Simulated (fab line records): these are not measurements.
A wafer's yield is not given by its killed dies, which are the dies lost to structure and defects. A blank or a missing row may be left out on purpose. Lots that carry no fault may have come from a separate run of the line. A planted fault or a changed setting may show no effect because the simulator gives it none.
fab line records	flow n5_finfet
record: lots: 24	wafers: 72	last_day: 18
route steps=1938 shown BEOL_M5@1178 BEOL_M6@1208
lots that met no fault: from a run of the same line without faults
start_h: the number of hours between the record's first day and the start of the first shown wafer of the lot	wait_h: how many hours have passed since the lot's step before this one	" as in the row above	L1.1+2: one row covering several wafers at once	- no value, or no start given	* or withheld: withheld	< > ~ a bound
route shown NAME@n: names a module that has steps shown in the file, with the first one's number in the route	usual: mean/standard deviation taken from wafers without a fault	same: alike in all rows	chamber/n: place in a boat	sites: each site's reading	_std_site: the values' standard deviation	_edge_site: outer sites' mean less inner sites'	radius_mm: how far each site lies from the wafer's centre	mask NAME#n: copy n	behind: tool/chamber where the wafer was last shaped	hold: cause of the lot's hold/its duration in hours/its outcome	device: names the non-switching transistor (n, p or np)	end of line: tests of these same wafers at the route's end	a step without rows: its recipe alone	killed: dies lost to structure and defects at the first sort, not the wafer's yield	map: dies across one wafer; x = killed, . = not, _ = none there
set.NAME: the setting the step ran with; set.NAME@STEP: the setting that earlier step ran with	model.NAME: the simulator's own value behind a step, which no gauge read
route steps across a sampled set of lots; one table per step, one row per wafer
services: the hour from which a tool's chamber was out of use, counted from the record's first day as start_h (under 0 if before that day), plus the number of hours and why
== steps ==
step: N5_BEOL_M5_ANNEAL_82
recipe: temp_c: 400	time_s: 1800	ambient: vacuum
usual: heater_power_w: 812/82
same: time_s: 1800
lot.wafer	tool	chamber	start_h	wait_h	heater_power_w
L075.1	pvd_sputter-02	-	172.04	0.0	969
L075.3	"	-	"	"	803
L075.5	"	-	"	"	980
L074.2	pvd_sputter-03	-	176.31	0.0	782
L074.3	"	-	"	"	909
L074.6	"	-	"	"	777
L076.2	pvd_sputter-01	-	178.22	0.0	703
L076.5	"	-	"	"	665
L076.6	"	-	"	"	709
L077.2	pvd_sputter-01	-	193.17	0.0	877
L077.3	"	-	"	"	668
L077.6	"	-	"	"	678
L078.2	pvd_sputter-03	-	194.87	0.0	760
L078.3	"	-	"	"	779
L078.6	"	-	"	"	875
L079.1	pvd_sputter-02	-	203.91	0.0	810
L079.2	"	-	"	"	796
L079.5	"	-	"	"	964
L080.1	pvd_sputter-03	-	210.62	0.0	904
L080.4	"	-	"	"	750
L080.5	"	-	"	"	751
L081.3	pvd_sputter-01	-	219.46	0.0	884
L081.4	"	-	"	"	690
L081.6	"	-	"	"	706
L082.1	pvd_sputter-02	-	219.80	0.0	769
L082.2	"	-	"	"	814
L082.4	"	-	"	"	806
L083.1	pvd_sputter-01	-	229.78	0.0	694
L083.3	"	-	"	"	691
L083.5	"	-	"	"	704
L084.3	pvd_sputter-03	-	230.48	0.0	918
L084.4	"	-	"	"	745
L084.6	"	-	"	"	759
L085.3	pvd_sputter-03	-	237.13	0.0	751
L085.5	"	-	"	"	775
L085.6	"	-	"	"	748
L087.3	pvd_sputter-02	-	255.94	0.0	799
L087.4	"	-	"	"	802
L087.5	"	-	"	"	817
L086.1	pvd_sputter-03	-	263.69	0.0	758
L086.3	"	-	"	"	759
L086.4	"	-	"	"	901
L088.1	pvd_sputter-02	-	263.87	0.0	1006
L088.3	"	-	"	"	802
L088.4	"	-	"	"	790
L089.2	pvd_sputter-01	-	283.19	0.0	869
L089.4	"	-	"	"	858
L089.5	"	-	"	"	677
L090.1	pvd_sputter-03	-	283.43	0.0	915
L090.3	"	-	"	"	881
L090.5	"	-	"	"	768
L093.2	pvd_sputter-01	-	289.58	0.0	694
L093.4	"	-	"	"	849
L093.6	"	-	"	"	692
L091.3	pvd_sputter-01	-	294.01	0.0	687
L091.5	"	-	"	"	689
L091.6	"	-	"	"	861
L092.1	pvd_sputter-03	-	297.47	0.0	775
L092.2	"	-	"	"	885
L092.3	"	-	"	"	753
L095.1	pvd_sputter-03	-	310.47	0.0	736
L095.3	"	-	"	"	932
L095.6	"	-	"	"	933
L094.3	pvd_sputter-03	-	316.44	0.0	849
L094.5	"	-	"	"	790
L094.6	"	-	"	"	870
L097.1	pvd_sputter-02	-	322.72	0.0	966
L097.3	"	-	"	"	798
L097.6	"	-	"	"	786
L096.1	pvd_sputter-02	-	329.90	0.0	982
L096.4	"	-	"	"	789
L096.5	"	-	"	"	812
step: N5_BEOL_M6_OVL_MEAS_12
recipe: points_per_wafer: 44
usual: M6_OVL: 0.1/0.7
same: points_per_wafer: 44
lot.wafer	tool	chamber	start_h	wait_h	M6_OVL[nm]
L075.1	overlay-01	0	179.90	0.0	0.7
L075.3	"	0	"	"	-0.6
L075.5	"	0	"	"	0.5
L074.2	overlay-01	0	182.17	0.0	1.2
L074.3	"	0	"	"	-0.4
L074.6	"	0	"	"	0.3
L076.2	overlay-02	0	185.24	0.0	-0.4
L076.5	"	0	"	"	0.3
L076.6	"	0	"	"	0.1
L077.2	overlay-01	0	200.82	0.0	0.4
L077.3	"	0	"	"	0.5
L077.6	"	0	"	"	0.3
L078.2	overlay-01	0	201.02	0.0	0.2
L078.3	"	0	"	"	-0.1
L078.6	"	0	"	"	-0.3
L079.1	overlay-02	0	212.46	0.0	1.1
L079.2	"	0	"	"	-0.2
L079.5	"	0	"	"	0.3
L080.1	overlay-02	0	217.94	0.0	0.7
L080.4	"	0	"	"	0.3
L080.5	"	0	"	"	0.0
L081.3	overlay-02	0	226.83	0.0	-0.1
L081.4	"	0	"	"	0.2
L081.6	"	0	"	"	-0.2
L082.1	overlay-02	0	227.17	0.0	1.7
L082.2	"	0	"	"	0.3
L082.4	"	0	"	"	1.1
L083.1	overlay-02	0	236.14	0.0	-0.6
L083.3	"	0	"	"	-0.1
L083.5	"	0	"	"	0.0
L084.3	overlay-01	0	237.09	0.0	-2.1
L084.4	"	0	"	"	-0.5
L084.6	"	0	"	"	-0.6
L085.3	overlay-01	0	243.35	0.0	-0.7
L085.5	"	0	"	"	0.0
L085.6	"	0	"	"	0.2
L087.3	overlay-01	0	262.53	0.0	0.8
L087.4	"	0	"	"	0.0
L087.5	"	0	"	"	-0.1
L086.1	overlay-01	0	271.26	0.0	-0.2
L086.3	"	0	"	"	-0.9
L086.4	"	0	"	"	-0.6
L088.1	overlay-02	0	271.42	0.0	1.1
L088.3	"	0	"	"	1.2
L088.4	"	0	"	"	1.5
L089.2	overlay-02	0	291.43	0.0	-0.6
L089.4	"	0	"	"	-0.7
L089.5	"	0	"	"	-0.7
L090.1	overlay-01	0	292.51	0.0	0.7
L090.3	"	0	"	"	0.4
L090.5	"	0	"	"	0.7
L093.2	overlay-02	0	296.00	0.0	-0.5
L093.4	"	0	"	"	0.1
L093.6	"	0	"	"	-0.6
L091.3	overlay-02	0	299.92	0.0	-1.3
L091.5	"	0	"	"	-0.4
L091.6	"	0	"	"	0.2
L092.1	overlay-02	0	303.82	0.0	-0.6
L092.2	"	0	"	"	0.2
L092.3	"	0	"	"	1.4
L095.1	overlay-01	0	317.08	0.0	0.7
L095.3	"	0	"	"	-0.8
L095.6	"	0	"	"	0.8
L094.3	overlay-02	0	324.35	0.0	-0.2
L094.5	"	0	"	"	1.0
L094.6	"	0	"	"	0.1
L097.1	overlay-02	0	329.92	0.0	0.2
L097.3	"	0	"	"	0.6
L097.6	"	0	"	"	-0.2
L096.1	overlay-01	0	335.82	0.0	0.5
L096.4	"	0	"	"	0.2
L096.5	"	0	"	"	-0.8
step: N5_BEOL_M6_STRIP_19
recipe: chemistry: O2	power_w: 400	temp_c: 40	pressure_mtorr: 30	rf_frequency_hz: 6e+07	bias_power_w: 0	overash_fraction: 0.2	o2_flow_sccm: 225
usual: drypump_motor_current_A: 5.8/0.45	oes_product_au: 0.81/0.081	rf_vpp_V: 3.6/0.55	showerhead_plenum_p_Torr: 2.11/0.071	throttle_valve_pct: 16.55/0.2
lot.wafer	tool	chamber	start_h	wait_h	drypump_motor_current_A	oes_product_au	rf_hours_counter_h	rf_vpp_V	showerhead_plenum_p_Torr	throttle_valve_pct
L075.1	rie_diel-05	2	180.35	0.1	6.6	0.70	242	3.7	2.15	17.00
L075.3	"	3	"	"	5.2	0.88	34	4.0	2.22	16.48
L075.5	"	2	"	"	6.5	0.69	-	3.5	2.15	17.03
L074.2	rie_diel-04	1	182.65	0.1	5.3	0.88	41	3.9	2.14	16.49
L074.3	"	2	"	"	5.8	0.68	242	3.7	2.04	16.77
L074.6	"	2	"	"	5.8	0.69	-	3.3	2.04	16.74
L076.2	rie_diel-02	0	185.69	0.1	5.8	0.72	193	3.4	1.99	16.65
L076.5	"	3	"	"	5.7	0.92	-	3.7	2.14	16.23
L076.6	"	0	"	"	5.8	0.71	-	3.2	1.99	16.66
L077.2	rie_diel-04	2	201.49	0.1	5.8	0.69	248	3.9	2.04	16.77
L077.3	"	1	"	"	5.4	0.88	46	3.3	2.13	16.49
L077.6	"	2	"	"	5.8	0.69	-	4.2	2.04	16.76
L078.2	rie_diel-05	0	202.18	0.3	5.7	0.89	33	3.6	2.04	16.46
L078.3	"	2	"	"	6.5	0.69	248	5.1	2.15	17.03
L078.6	"	2	"	"	6.5	0.69	-	3.6	2.15	17.03
L079.1	rie_diel-04	2	213.30	0.5	5.8	0.69	252	3.4	2.04	16.78
L079.2	"	3	"	"	6.5	0.71	214	3.6	2.17	16.80
L079.5	"	1	"	"	5.3	0.87	-	3.6	2.13	16.50
L080.1	rie_diel-02	1	218.59	0.3	5.2	0.83	70	2.4	2.12	16.55
L080.4	"	0	"	"	5.8	0.70	205	3.5	1.99	16.68
L080.5	"	1	"	"	5.3	0.83	-	3.4	2.12	16.54
L081.3	rie_diel-02	2	227.53	0.1	6.2	0.80	95	3.1	2.21	16.51
L081.4	"	0	"	"	5.8	0.71	208	3.3	1.99	16.69
L081.6	"	3	"	"	5.7	0.88	-	4.4	2.13	16.27
L082.1	rie_diel-04	0	227.85	0.1	5.2	0.91	12	3.2	2.04	16.04
L082.2	"	1	"	"	5.4	0.86	55	3.2	2.13	16.50
L082.4	"	0	"	"	5.2	0.92	-	3.6	2.04	16.02
L083.1	rie_diel-02	2	236.59	0.1	6.2	0.79	98	3.8	2.21	16.51
L083.3	"	3	"	"	5.6	0.88	35	4.4	2.13	16.26
L083.5	"	3	"	"	5.7	0.88	-	3.6	2.13	16.27
L084.3	rie_diel-05	2	237.53	0.1	6.5	1.00	2	4.0	2.15	16.58
L084.4	"	0	"	"	5.8	0.87	48	4.4	2.03	16.48
L084.6	"	0	"	"	5.8	0.87	-	2.9	2.03	16.47
L085.3	rie_diel-02	3	243.93	0.1	5.6	0.87	38	4.1	2.13	16.29
L085.5	"	2	"	"	6.2	0.78	-	3.0	2.21	16.51
L085.6	"	1	"	"	5.2	0.82	-	4.6	2.12	16.58
L087.3	rie_diel-02	1	262.98	0.1	5.2	0.82	84	3.1	2.12	16.57
L087.4	"	0	"	"	5.8	0.70	220	3.0	1.99	16.71
L087.5	"	1	"	"	5.2	0.82	-	4.0	2.12	16.57
L086.1	rie_diel-05	2	271.88	0.2	6.5	0.96	14	4.0	2.14	16.59
L086.3	"	0	"	"	5.8	0.86	60	4.2	2.03	16.51
L086.4	"	1	"	"	5.6	0.81	79	3.1	2.03	16.70
L088.1	rie_diel-02	0	271.99	0.1	5.8	0.69	222	3.1	1.98	16.69
L088.3	"	2	"	"	6.2	0.79	109	3.9	2.20	16.53
L088.4	"	1	"	"	5.2	0.82	86	3.3	2.12	16.56
L089.2	rie_diel-05	2	291.96	0.1	6.5	0.94	19	3.2	2.14	16.62
L089.4	"	1	"	"	5.6	0.80	84	3.0	2.03	16.71
L089.5	"	0	"	"	5.8	0.84	-	3.5	2.03	16.53
L090.1	rie_diel-04	0	292.96	0.1	5.2	0.87	37	2.5	2.03	16.10
L090.3	"	3	"	"	6.5	0.70	242	4.1	2.16	16.84
L090.5	"	3	"	"	6.5	0.69	-	2.9	2.16	16.86
L093.2	rie_diel-04	1	296.44	0.1	5.4	0.83	82	3.4	2.12	16.54
L093.4	"	3	"	"	6.5	0.69	243	3.3	2.16	16.87
L093.6	"	2	"	"	5.8	0.94	-	3.4	2.03	16.37
L091.3	rie_diel-04	1	300.37	0.1	5.4	0.83	83	4.0	2.12	16.55
L091.5	"	1	"	"	5.4	0.82	-	2.9	2.12	16.54
L091.6	"	2	"	"	5.7	0.94	-	3.0	2.03	16.38
L092.1	rie_diel-05	1	304.27	0.1	5.7	0.80	89	3.6	2.03	16.70
L092.2	"	0	"	"	5.8	0.84	70	2.6	2.03	16.53
L092.3	"	2	"	"	6.6	0.93	23	4.2	2.14	16.61
L095.1	rie_diel-04	3	317.62	0.2	6.5	0.69	246	3.8	2.16	16.87
L095.3	"	0	"	"	5.3	0.84	47	3.6	2.03	16.11
L095.6	"	0	"	"	5.2	0.85	-	3.8	2.03	16.12
L094.3	rie_diel-05	3	324.80	0.1	5.2	0.81	83	4.5	2.20	16.56
L094.5	"	1	"	"	5.6	0.78	-	3.3	2.03	16.73
L094.6	"	2	"	"	6.5	0.91	-	4.1	2.14	16.62
L097.1	rie_diel-02	2	330.60	0.1	6.2	0.76	127	3.2	2.20	16.56
L097.3	"	0	"	"	5.8	0.69	240	3.8	1.98	16.74
L097.6	"	0	"	"	5.8	0.68	-	4.3	1.98	16.75
L096.1	rie_diel-02	3	337.00	0.5	5.7	0.82	69	3.9	2.12	16.33
L096.4	"	1	"	"	5.2	0.80	106	3.6	2.11	16.61
L096.5	"	3	"	"	5.7	0.83	-	4.1	2.12	16.33
step: N5_BEOL_M6_ETCH_65
recipe: chemistry: CF4	target: SiARC	target_depth_a: 156	mask_material: CAR-EUV	time_s: 26	ion_energy_ev: 80	pressure_mtorr: 40	source_w: 545	bias_w: 36	Ar_flow_sccm: 100	cf4_flow_sccm: 100	ends: cleared
usual: drypump_motor_current_A: 5.7/0.44	etch_rf_on_time_s: 26.0/0.44	oes_product_au: 0.70/0.071	rf_vpp_V: 184.3/1.1	showerhead_plenum_p_Torr: 2.15/0.062	throttle_valve_pct: 15.48/0.2
lot.wafer	tool	chamber	start_h	wait_h	drypump_motor_current_A	etch_rf_on_time_s	oes_product_au	rf_hours_counter_h	rf_vpp_V	showerhead_plenum_p_Torr	throttle_valve_pct
L075.1	rie_diel-04	2	181.09	0.0	5.8	25.5	0.59	242	183.7	2.11	15.81
L075.3	"	3	"	"	6.5	26.2	0.61	203	185.0	2.20	15.66
L075.5	"	3	"	"	6.5	26.2	0.61	-	184.7	2.20	15.66
L074.2	rie_diel-02	0	184.32	0.0	5.8	26.6	0.62	192	182.5	2.04	15.61
L074.3	"	3	"	"	5.7	26.0	0.77	18	184.9	2.19	15.18
L074.6	"	0	"	"	5.8	26.4	0.62	-	183.7	2.04	15.61
L076.2	rie_diel-05	1	188.47	0.0	5.6	25.5	0.73	50	181.9	2.09	15.57
L076.5	"	1	"	"	5.6	25.5	0.73	-	183.4	2.09	15.57
L076.6	"	0	"	"	5.8	26.2	0.76	-	184.1	2.08	15.36
L077.2	rie_diel-04	1	203.49	0.0	5.4	25.6	0.74	46	183.8	2.17	15.38
L077.3	"	2	"	"	5.7	25.7	0.59	249	183.9	2.11	15.84
L077.6	"	3	"	"	6.5	26.1	0.61	-	183.9	2.20	15.67
L078.2	rie_diel-05	1	203.67	0.0	5.6	25.3	0.74	54	184.2	2.09	15.57
L078.3	"	0	"	"	5.7	25.4	0.77	34	184.3	2.08	15.34
L078.6	"	2	"	"	6.5	26.2	0.59	-	183.8	2.20	16.05
L079.1	rie_diel-04	3	216.46	0.0	6.5	25.9	0.61	215	184.8	2.20	15.69
L079.2	"	2	"	"	5.8	25.2	0.59	253	183.8	2.11	15.82
L079.5	"	2	"	"	5.8	25.3	0.60	-	183.2	2.11	15.84
L080.1	rie_diel-04	1	222.00	0.0	5.4	25.3	0.74	53	185.0	2.17	15.39
L080.4	"	0	"	"	5.2	25.8	0.78	-	184.7	2.11	15.09
L080.5	"	1	"	"	5.4	25.3	0.74	-	183.9	2.17	15.39
L082.1	rie_diel-02	1	231.07	0.0	5.2	25.9	0.71	74	185.4	2.16	15.49
L082.2	"	2	"	"	6.2	25.8	0.68	96	186.3	2.23	15.38
L082.4	"	0	"	"	5.8	26.1	0.61	209	182.8	2.04	15.65
L081.3	rie_diel-05	3	231.46	0.0	5.2	25.8	0.73	54	184.6	2.27	15.55
L081.4	"	2	"	"	6.5	25.8	0.85	1	185.0	2.20	15.56
L081.6	"	0	"	"	5.8	25.8	0.74	-	183.8	2.08	15.37
L084.3	rie_diel-02	2	240.77	0.0	6.2	26.2	0.68	99	187.0	2.23	15.36
L084.4	"	3	"	"	5.7	26.2	0.73	37	185.3	2.18	15.22
L084.6	"	0	"	"	5.8	26.7	0.60	-	182.9	2.03	15.64
L083.1	rie_diel-02	2	241.17	0.0	6.2	26.2	0.67	99	185.8	2.23	15.38
L083.3	"	1	"	"	5.2	26.1	0.70	76	184.3	2.16	15.51
L083.5	"	1	"	"	5.2	26.4	0.72	-	183.6	2.16	15.48
L085.3	rie_diel-04	2	244.68	0.0	5.8	25.2	0.87	4	183.7	2.10	15.36
L085.5	"	1	"	"	5.4	25.7	0.73	-	184.6	2.16	15.41
L085.6	"	2	"	"	5.8	25.0	0.87	-	183.3	2.10	15.36
L087.3	rie_diel-04	2	266.73	0.0	5.7	25.5	0.84	12	183.3	2.10	15.38
L087.4	"	1	"	"	5.4	26.1	0.71	71	185.5	2.16	15.43
L087.5	"	2	"	"	5.8	25.5	0.83	-	184.1	2.10	15.38
L088.1	rie_diel-05	2	273.98	0.0	6.6	25.5	0.80	14	186.2	2.20	15.57
L088.3	"	0	"	"	5.8	25.7	0.73	61	182.8	2.07	15.41
L088.4	"	1	"	"	5.6	25.6	0.70	79	182.7	2.08	15.63
L086.1	rie_diel-02	2	274.02	0.0	6.2	26.1	0.67	110	184.0	2.23	15.39
L086.3	"	0	"	"	5.8	27.0	0.60	223	182.0	2.03	15.67
L086.4	"	1	"	"	5.3	26.4	0.70	86	183.6	2.16	15.51
L089.2	rie_diel-04	2	294.42	0.0	5.8	25.3	0.81	22	184.4	2.10	15.40
L089.4	"	3	"	"	6.5	26.3	0.59	242	184.7	2.19	15.73
L089.5	"	1	"	"	5.4	25.8	0.70	-	184.8	2.16	15.42
L090.1	rie_diel-04	3	296.54	0.0	6.5	26.4	0.59	243	184.1	2.19	15.73
L090.3	"	1	"	"	5.4	25.8	0.71	82	184.0	2.16	15.45
L090.5	"	3	"	"	6.5	26.2	0.59	-	185.2	2.19	15.74
L093.2	rie_diel-04	0	297.09	0.0	5.2	26.3	0.72	38	182.8	2.10	15.15
L093.4	"	2	"	"	5.7	25.1	0.81	23	182.5	2.10	15.40
L093.6	"	0	"	"	5.2	26.2	0.72	-	183.2	2.10	15.14
L091.3	rie_diel-04	3	300.92	0.0	6.5	26.1	0.59	244	184.0	2.19	15.75
L091.5	"	1	"	"	5.4	25.5	0.71	-	184.8	2.16	15.44
L091.6	"	2	"	"	5.8	25.1	0.81	-	181.8	2.10	15.39
L092.1	rie_diel-05	1	305.64	0.0	5.6	25.4	0.69	89	184.3	2.08	15.65
L092.2	"	2	"	"	6.5	25.7	0.78	23	184.6	2.20	15.61
L092.3	"	3	"	"	5.2	25.9	0.71	77	186.8	2.27	15.59
L095.1	rie_diel-04	3	319.43	0.0	6.5	26.5	0.58	247	185.0	2.18	15.73
L095.3	"	1	"	"	5.4	26.1	0.69	91	184.1	2.15	15.46
L095.6	"	1	"	"	5.4	25.8	0.69	-	184.6	2.15	15.48
L094.3	rie_diel-02	1	325.67	0.0	5.2	26.3	0.68	102	184.4	2.15	15.55
L094.5	"	2	"	"	6.2	26.5	0.65	-	185.3	2.22	15.44
L094.6	"	1	"	"	5.2	26.3	0.68	-	183.5	2.15	15.54
L097.1	rie_diel-02	3	333.51	0.0	5.7	26.4	0.69	67	183.5	2.17	15.29
L097.3	"	2	"	"	6.2	26.3	0.65	128	184.6	2.22	15.45
L097.6	"	3	"	"	5.7	26.3	0.70	-	185.9	2.17	15.29
L096.1	rie_diel-02	2	339.75	0.0	6.2	26.5	0.65	130	185.4	2.22	15.44
L096.4	"	1	"	"	5.2	26.3	0.68	107	183.8	2.15	15.56
L096.5	"	2	"	"	6.2	26.4	0.65	-	184.1	2.22	15.46
step: N5_BEOL_M6_OCD_MEAS_38
usual: trench_depth_nm: 94.9/1.8
lot.wafer	tool	chamber	start_h	wait_h	trench_depth_nm
L075.1	ocd-01	-	181.47	-	95.3
L075.3	"	-	"	"	95.0
L075.5	"	-	"	"	94.8
L074.2	ocd-01	-	184.70	-	92.2
L074.3	"	-	"	"	93.8
L074.6	"	-	"	"	93.2
L076.2	ocd-01	-	188.85	-	96.4
L076.5	"	-	"	"	95.8
L076.6	"	-	"	"	95.2
L077.2	ocd-02	-	203.87	-	98.2
L077.3	"	-	"	"	95.9
L077.6	"	-	"	"	94.2
L078.2	ocd-01	-	204.04	-	96.6
L078.3	"	-	"	"	94.3
L078.6	"	-	"	"	92.3
L079.1	ocd-02	-	216.83	-	93.2
L079.2	"	-	"	"	95.6
L079.5	"	-	"	"	95.2
L080.1	ocd-02	-	222.38	-	97.4
L080.4	"	-	"	"	95.9
L080.5	"	-	"	"	96.7
L082.1	ocd-01	-	231.44	-	92.7
L082.2	"	-	"	"	92.3
L082.4	"	-	"	"	93.4
L081.3	ocd-02	-	231.85	-	94.7
L081.4	"	-	"	"	96.2
L081.6	"	-	"	"	95.7
L084.3	ocd-02	-	241.15	-	91.6
L084.4	"	-	"	"	94.7
L084.6	"	-	"	"	91.8
L083.1	ocd-01	-	241.55	-	93.6
L083.3	"	-	"	"	93.1
L083.5	"	-	"	"	94.0
L085.3	ocd-02	-	245.06	-	97.3
L085.5	"	-	"	"	96.9
L085.6	"	-	"	"	97.2
L087.3	ocd-01	-	267.11	-	96.8
L087.4	"	-	"	"	96.7
L087.5	"	-	"	"	98.2
L088.1	ocd-01	-	274.35	-	96.2
L088.3	"	-	"	"	97.0
L088.4	"	-	"	"	96.5
L086.1	ocd-02	-	274.40	-	93.2
L086.3	"	-	"	"	94.0
L086.4	"	-	"	"	95.4
L089.2	ocd-01	-	294.80	-	97.3
L089.4	"	-	"	"	93.9
L089.5	"	-	"	"	97.0
L090.1	ocd-01	-	296.91	-	94.4
L090.3	"	-	"	"	95.6
L090.5	"	-	"	"	94.5
L093.2	ocd-01	-	297.47	-	97.6
L093.4	"	-	"	"	97.8
L093.6	"	-	"	"	96.7
L091.3	ocd-01	-	301.30	-	93.5
L091.5	"	-	"	"	96.6
L091.6	"	-	"	"	96.6
L092.1	ocd-01	-	306.01	-	94.5
L092.2	"	-	"	"	94.6
L092.3	"	-	"	"	94.3
L095.1	ocd-02	-	319.81	-	93.3
L095.3	"	-	"	"	95.7
L095.6	"	-	"	"	97.2
L094.3	ocd-02	-	326.05	-	94.4
L094.5	"	-	"	"	93.4
L094.6	"	-	"	"	94.9
L097.1	ocd-01	-	333.88	-	93.4
L097.3	"	-	"	"	90.9
L097.6	"	-	"	"	92.7
L096.1	ocd-01	-	340.13	-	91.6
L096.4	"	-	"	"	93.1
L096.5	"	-	"	"	92.0
step: N5_BEOL_M6_THK_MEAS_53
recipe: thk_meas_gauge: xrf	reads: Cu_of_BEOL_M6_ECD_50
usual: M6_THK: 81.8/2.1
lot.wafer	tool	chamber	start_h	wait_h	M6_THK[nm]
L075.1	film_metro-02	-	186.54	-	83.3
L075.3	"	-	"	"	80.5
L075.5	"	-	"	"	82.3
L074.2	film_metro-01	-	188.71	-	79.7
L074.3	"	-	"	"	80.9
L074.6	"	-	"	"	78.8
L076.2	film_metro-02	-	191.11	-	83.2
L076.5	"	-	"	"	83.3
L076.6	"	-	"	"	80.5
L078.2	film_metro-01	-	206.36	-	82.5
L078.3	"	-	"	"	83.8
L078.6	"	-	"	"	81.5
L077.2	film_metro-02	-	206.63	-	85.6
L077.3	"	-	"	"	83.0
L077.6	"	-	"	"	83.3
L079.1	film_metro-01	-	220.00	-	80.8
L079.2	"	-	"	"	83.4
L079.5	"	-	"	"	83.1
L080.1	film_metro-01	-	225.22	-	83.3
L080.4	"	-	"	"	82.7
L080.5	"	-	"	"	83.6
L082.1	film_metro-01	-	234.76	-	79.0
L082.2	"	-	"	"	78.3
L082.4	"	-	"	"	79.6
L081.3	film_metro-02	-	235.11	-	80.9
L081.4	"	-	"	"	84.2
L081.6	"	-	"	"	81.8
L084.3	film_metro-01	-	244.12	-	77.5
L084.4	"	-	"	"	79.7
L084.6	"	-	"	"	77.6
L083.1	film_metro-02	-	244.66	-	79.5
L083.3	"	-	"	"	78.9
L083.5	"	-	"	"	80.6
L085.3	film_metro-01	-	247.43	-	80.6
L085.5	"	-	"	"	80.9
L085.6	"	-	"	"	82.8
L087.3	film_metro-02	-	270.34	-	85.5
L087.4	"	-	"	"	83.7
L087.5	"	-	"	"	85.2
L088.1	film_metro-02	-	277.01	-	83.8
L088.3	"	-	"	"	82.2
L088.4	"	-	"	"	81.1
L086.1	film_metro-02	-	277.46	-	79.8
L086.3	"	-	"	"	81.1
L086.4	"	-	"	"	82.0
L089.2	film_metro-01	-	298.52	-	85.0
L089.4	"	-	"	"	82.1
L089.5	"	-	"	"	85.0
L090.1	film_metro-01	-	299.54	-	82.8
L090.3	"	-	"	"	83.7
L090.5	"	-	"	"	82.3
L093.2	film_metro-02	-	299.74	-	84.5
L093.4	"	-	"	"	83.4
L093.6	"	-	"	"	84.1
L091.3	film_metro-02	-	303.72	-	81.0
L091.5	"	-	"	"	83.2
L091.6	"	-	"	"	83.6
L092.1	film_metro-01	-	309.37	-	82.4
L092.2	"	-	"	"	84.3
L092.3	"	-	"	"	82.5
L095.1	film_metro-01	-	322.40	-	79.3
L095.3	"	-	"	"	83.3
L095.6	"	-	"	"	81.8
L094.3	film_metro-02	-	330.30	-	81.4
L094.5	"	-	"	"	79.0
L094.6	"	-	"	"	80.5
L097.1	film_metro-01	-	337.29	-	80.4
L097.3	"	-	"	"	77.5
L097.6	"	-	"	"	79.6
L096.1	film_metro-01	-	342.24	-	77.9
L096.4	"	-	"	"	78.5
L096.5	"	-	"	"	78.2
== services ==
tool	chamber	start_h	hours	kind
pvd_sputter-02	-	151.48	2.4	repair
rie_diel-04	0	163.15	-	clean
rie_diel-04	0	163.15	-	consumable_replace:focus_ring
rie_diel-04	0	163.15	21.2	scheduled_down
rie_diel-04	0	163.15	21.2	vent_cycle
rie_diel-04	2	165.46	6.9	repair
rie_diel-05	2	206.62	-	clean
rie_diel-05	2	206.62	-	consumable_replace:focus_ring
rie_diel-05	2	206.62	23.4	scheduled_down
rie_diel-05	2	206.62	23.4	vent_cycle
rie_diel-04	0	212.51	4.9	repair
rie_diel-04	2	214.43	1.4	repair
rie_diel-04	2	217.64	-	clean
rie_diel-04	2	217.64	-	consumable_replace:focus_ring
rie_diel-04	2	217.64	18.5	scheduled_down
rie_diel-04	2	217.64	18.5	vent_cycle
rie_diel-04	3	302.35	11.0	repair
rie_diel-05	-	312.36	2.8	pm
rie_diel-04	3	329.41	-	clean
rie_diel-04	3	329.41	-	consumable_replace:focus_ring
rie_diel-04	3	329.41	35.7	scheduled_down
rie_diel-04	3	329.41	35.7	vent_cycle
pvd_sputter-01	-	336.32	11.7	repair
rie_diel-04	-	337.78	6.8	repair
== key ==
fault none
